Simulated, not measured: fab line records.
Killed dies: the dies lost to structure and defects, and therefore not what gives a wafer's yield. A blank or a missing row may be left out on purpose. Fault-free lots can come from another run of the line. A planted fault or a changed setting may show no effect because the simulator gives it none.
Chamber matching / flow n5_finfet / N5_FIN_SAQP_ETCH_51 on rie_diel-01: 4 sister chambers
The step etches SiARC in CF4, target depth 45.5 nm, time 75.8 s. 18 wafers are shown with their chamber, then 9 later ones without.

WAFERS PAIRED WITH THEIR CHAMBERS
wafer=L075.1; chamber=1; drypump_motor_current_A (A)=5.7; showerhead_plenum_p_Torr (Torr)=2.129; throttle_valve_pct (%)=15.69
wafer=L075.2; chamber=3; drypump_motor_current_A (A)=4.8; showerhead_plenum_p_Torr (Torr)=2.151; throttle_valve_pct (%)=15.73
wafer=L075.3; chamber=0; drypump_motor_current_A (A)=6.6; showerhead_plenum_p_Torr (Torr)=2.110; throttle_valve_pct (%)=15.59
wafer=L076.3; chamber=3; drypump_motor_current_A (A)=4.8; showerhead_plenum_p_Torr (Torr)=2.150; throttle_valve_pct (%)=15.73
wafer=L076.4; chamber=3; drypump_motor_current_A (A)=4.8; showerhead_plenum_p_Torr (Torr)=2.150; throttle_valve_pct (%)=15.72
wafer=L076.6; chamber=2; drypump_motor_current_A (A)=5.7; showerhead_plenum_p_Torr (Torr)=2.128; throttle_valve_pct (%)=16.02
wafer=L077.4; chamber=1; drypump_motor_current_A (A)=5.8; showerhead_plenum_p_Torr (Torr)=2.127; throttle_valve_pct (%)=15.70
wafer=L077.5; chamber=3; drypump_motor_current_A (A)=4.8; showerhead_plenum_p_Torr (Torr)=2.149; throttle_valve_pct (%)=15.74
wafer=L077.6; chamber=2; drypump_motor_current_A (A)=5.7; showerhead_plenum_p_Torr (Torr)=2.127; throttle_valve_pct (%)=16.01
wafer=L078.4; chamber=2; drypump_motor_current_A (A)=5.7; showerhead_plenum_p_Torr (Torr)=2.125; throttle_valve_pct (%)=16.02
wafer=L078.5; chamber=1; drypump_motor_current_A (A)=5.7; showerhead_plenum_p_Torr (Torr)=2.127; throttle_valve_pct (%)=15.71
wafer=L078.6; chamber=3; drypump_motor_current_A (A)=4.8; showerhead_plenum_p_Torr (Torr)=2.147; throttle_valve_pct (%)=15.74
wafer=L079.2; chamber=1; drypump_motor_current_A (A)=5.7; showerhead_plenum_p_Torr (Torr)=2.125; throttle_valve_pct (%)=15.71
wafer=L079.4; chamber=1; drypump_motor_current_A (A)=5.7; showerhead_plenum_p_Torr (Torr)=2.126; throttle_valve_pct (%)=15.73
wafer=L079.6; chamber=3; drypump_motor_current_A (A)=4.8; showerhead_plenum_p_Torr (Torr)=2.146; throttle_valve_pct (%)=15.75
wafer=L084.1; chamber=3; drypump_motor_current_A (A)=4.8; showerhead_plenum_p_Torr (Torr)=2.143; throttle_valve_pct (%)=15.76
wafer=L084.3; chamber=0; drypump_motor_current_A (A)=6.5; showerhead_plenum_p_Torr (Torr)=2.107; throttle_valve_pct (%)=15.13
wafer=L084.6; chamber=0; drypump_motor_current_A (A)=6.5; showerhead_plenum_p_Torr (Torr)=2.107; throttle_valve_pct (%)=15.12

SIGNATURES (means of the wafers above)
reading=drypump_motor_current_A; chamber 0=6.533; chamber 1=5.720; chamber 2=5.700; chamber 3=4.800; scatter within a chamber=0.0324
reading=showerhead_plenum_p_Torr; chamber 0=2.10800; chamber 1=2.12680; chamber 2=2.12667; chamber 3=2.14800; scatter within a chamber=0.0022
reading=throttle_valve_pct; chamber 0=15.2800; chamber 1=15.7080; chamber 2=16.0167; chamber 3=15.7386; scatter within a chamber=0.102
Rule: distance of a wafer from a chamber = root of the sum over the readings of ((wafer's reading minus chamber's mean) / reading's scatter) squared. The wafer belongs to the nearest chamber; if the next one is less than 2 further off, it can't be placed. The scatter: the root of (the sum of the squares of (reading less its chamber's mean) over the shown wafers, divided by (wafers less chambers)).

WAFERS WITH NO CHAMBER GIVEN
wafer=L089.2; drypump_motor_current_A (A)=5.7; showerhead_plenum_p_Torr (Torr)=2.116; throttle_valve_pct (%)=16.06
wafer=L089.3; drypump_motor_current_A (A)=5.8; showerhead_plenum_p_Torr (Torr)=2.120; throttle_valve_pct (%)=15.74
wafer=L089.6; drypump_motor_current_A (A)=5.7; showerhead_plenum_p_Torr (Torr)=2.120; throttle_valve_pct (%)=15.75
wafer=L094.1; drypump_motor_current_A (A)=4.8; showerhead_plenum_p_Torr (Torr)=2.134; throttle_valve_pct (%)=15.82
wafer=L094.5; drypump_motor_current_A (A)=5.7; showerhead_plenum_p_Torr (Torr)=2.118; throttle_valve_pct (%)=15.77
wafer=L094.6; drypump_motor_current_A (A)=4.8; showerhead_plenum_p_Torr (Torr)=2.135; throttle_valve_pct (%)=15.81
wafer=L096.1; drypump_motor_current_A (A)=5.7; showerhead_plenum_p_Torr (Torr)=2.117; throttle_valve_pct (%)=15.77
wafer=L096.2; drypump_motor_current_A (A)=6.5; showerhead_plenum_p_Torr (Torr)=2.098; throttle_valve_pct (%)=15.19
wafer=L096.3; drypump_motor_current_A (A)=4.8; showerhead_plenum_p_Torr (Torr)=2.133; throttle_valve_pct (%)=15.81

THE CHAMBER EACH PASSED THROUGH
wafer=L089.2; from the rows above=can't be placed: 2 or 1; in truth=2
wafer=L089.3; from the rows above=can't be placed: 1 or 2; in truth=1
wafer=L089.6; from the rows above=can't be placed: 1 or 2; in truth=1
wafer=L094.1; from the rows above=3; in truth=3
wafer=L094.5; from the rows above=can't be placed: 1 or 2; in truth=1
wafer=L094.6; from the rows above=3; in truth=3
wafer=L096.1; from the rows above=can't be placed: 1 or 2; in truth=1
wafer=L096.2; from the rows above=0; in truth=0
wafer=L096.3; from the rows above=3; in truth=3
Placed correctly: 4 of 9. These rows do not allow placing 5 (true chamber among the candidates in 5). Wrongly placed: 0.
